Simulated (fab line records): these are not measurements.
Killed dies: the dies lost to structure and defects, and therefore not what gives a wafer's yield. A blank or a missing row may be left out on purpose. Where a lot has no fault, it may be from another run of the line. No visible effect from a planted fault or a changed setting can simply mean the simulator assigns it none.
Which tool was responsible? / flow n5Finfet / 10 lots, 29 wafers sampled, at 4 steps of a route of 1938

## WHAT EACH GAUGE READ, for each wafer
N5_BEOL_M9_CD_MEAS_35: target cd 70 nm, target cd y 40 nm.
lot=L263; measured=day 11 13:19; on=cdSem-02; cdNm (nm)=69.7 69.2 69.2
lot=L265; measured=day 12 18:40; on=cdSem-01; cdNm (nm)=69.9 69.8 69.8
lot=L271; measured=day 13 14:31; on=cdSem-01; cdNm (nm)=71.1 71.2
lot=L278; measured=day 15 21:16; on=cdSem-03; cdNm (nm)=69.5 70.7 69.4
lot=L281; measured=day 16 09:18; on=cdSem-02; cdNm (nm)=70.2 70.3 70.8
lot=L280; measured=day 16 18:56; on=cdSem-01; cdNm (nm)=70.1 70.6 70.0
lot=L285; measured=day 17 14:15; on=cdSem-01; cdNm (nm)=69.1 69.3 68.3
lot=L284; measured=day 17 21:22; on=cdSem-01; cdNm (nm)=69.8 69.3 69.8
lot=L286; measured=day 18 05:14; on=cdSem-03; cdNm (nm)=70.2 70.2 69.9
lot=L283; measured=day 18 06:50; on=cdSem-02; cdNm (nm)=70.2 70.5 69.7

## EACH LOT AND THE TOOL THAT RAN IT (in order: tool; ch and the chambers of the sampled wafers; start)
lot=L263; N5_BEOL_M9_ETCH_62=rieDiel-02 ch 0,1,3, day 11 07:38; N5_BEOL_M9_HM_OPEN_17=rieMetal-01 ch 0,1, day 11 07:49; N5_BEOL_M9_STRIP_36=rieDiel-05 ch 0,3, day 11 12:56
lot=L265; N5_BEOL_M9_ETCH_62=rieDiel-05 ch 0,1,3, day 12 17:02; N5_BEOL_M9_HM_OPEN_17=rieMetal-02 ch 1, day 12 17:13; N5_BEOL_M9_STRIP_36=rieDiel-02 ch 0,1,3, day 12 18:19
lot=L271; N5_BEOL_M9_ETCH_62=rieDiel-05 ch 0,2, day 13 09:26; N5_BEOL_M9_HM_OPEN_17=rieMetal-01 ch 0,1, day 13 09:37; N5_BEOL_M9_STRIP_36=rieDiel-02 ch 1,2, day 13 14:09
lot=L278; N5_BEOL_M9_ETCH_62=rieDiel-02 ch 0,3, day 15 19:12; N5_BEOL_M9_HM_OPEN_17=rieMetal-03 ch 0,1, day 15 19:23; N5_BEOL_M9_STRIP_36=rieDiel-03 ch 1,2,3, day 15 20:53
lot=L281; N5_BEOL_M9_ETCH_62=rieDiel-05 ch 0,3, day 16 07:30; N5_BEOL_M9_HM_OPEN_17=rieMetal-02 ch 0,1, day 16 07:41; N5_BEOL_M9_STRIP_36=rieDiel-05 ch 0,3, day 16 08:56
lot=L280; N5_BEOL_M9_ETCH_62=rieDiel-05 ch 0,1, day 16 14:39; N5_BEOL_M9_HM_OPEN_17=rieMetal-02 ch 0,1, day 16 14:50; N5_BEOL_M9_STRIP_36=rieDiel-05 ch 0,2, day 16 18:34
lot=L285; N5_BEOL_M9_ETCH_62=rieDiel-05 ch 1,2,3, day 17 12:31; N5_BEOL_M9_HM_OPEN_17=rieMetal-03 ch 0,1, day 17 12:43; N5_BEOL_M9_STRIP_36=rieDiel-05 ch 0,2,3, day 17 13:53
lot=L284; N5_BEOL_M9_ETCH_62=rieDiel-02 ch 0,1,2, day 17 18:58; N5_BEOL_M9_HM_OPEN_17=rieMetal-03 ch 0,1, day 17 19:09; N5_BEOL_M9_STRIP_36=rieDiel-02 ch 0,2,3, day 17 20:59
lot=L286; N5_BEOL_M9_ETCH_62=rieDiel-05 ch 1,2, day 18 03:43; N5_BEOL_M9_HM_OPEN_17=rieMetal-02 ch 0,1, day 18 03:56; N5_BEOL_M9_STRIP_36=rieDiel-05 ch 0,1, day 18 04:46
lot=L283; N5_BEOL_M9_ETCH_62=rieDiel-03 ch 0,3, day 18 05:17; N5_BEOL_M9_HM_OPEN_17=rieMetal-02 ch 0,1, day 18 05:29; N5_BEOL_M9_STRIP_36=rieDiel-05 ch 0,1, day 18 06:22
- N5_BEOL_M9_ETCH_62: etches SOC in N2/H2, target depth 110 nm, overetch 22 nm, time 165 s.
- N5_BEOL_M9_HM_OPEN_17: chemistry Cl2/BCl3, target TiN, target depth 20 nm, overetch 6 nm.
- N5_BEOL_M9_STRIP_36: strips in N2/H2.

## THE ANSWER, worked out from the rows above alone
Rule: the lots themselves supply what counts as usual. The widest of any qualifying gaps counts: lots, ordered by their means at a reading, are off when they make up no more than a third of the lots, leave a main group of 4 or more, and stand apart from it by 3 or more times the standard deviation of that group's means. Not used: any main group whose means are identical at the precision the tables above print for the reading. Also off: a lot with no number at a reading for which 4 or more lots have one. Any other lot the step has rows for is counted as sound.
Nothing can be told from this: no lot is off at any reading shown.

## WHAT WAS PUT IN BY THE SIMULATOR
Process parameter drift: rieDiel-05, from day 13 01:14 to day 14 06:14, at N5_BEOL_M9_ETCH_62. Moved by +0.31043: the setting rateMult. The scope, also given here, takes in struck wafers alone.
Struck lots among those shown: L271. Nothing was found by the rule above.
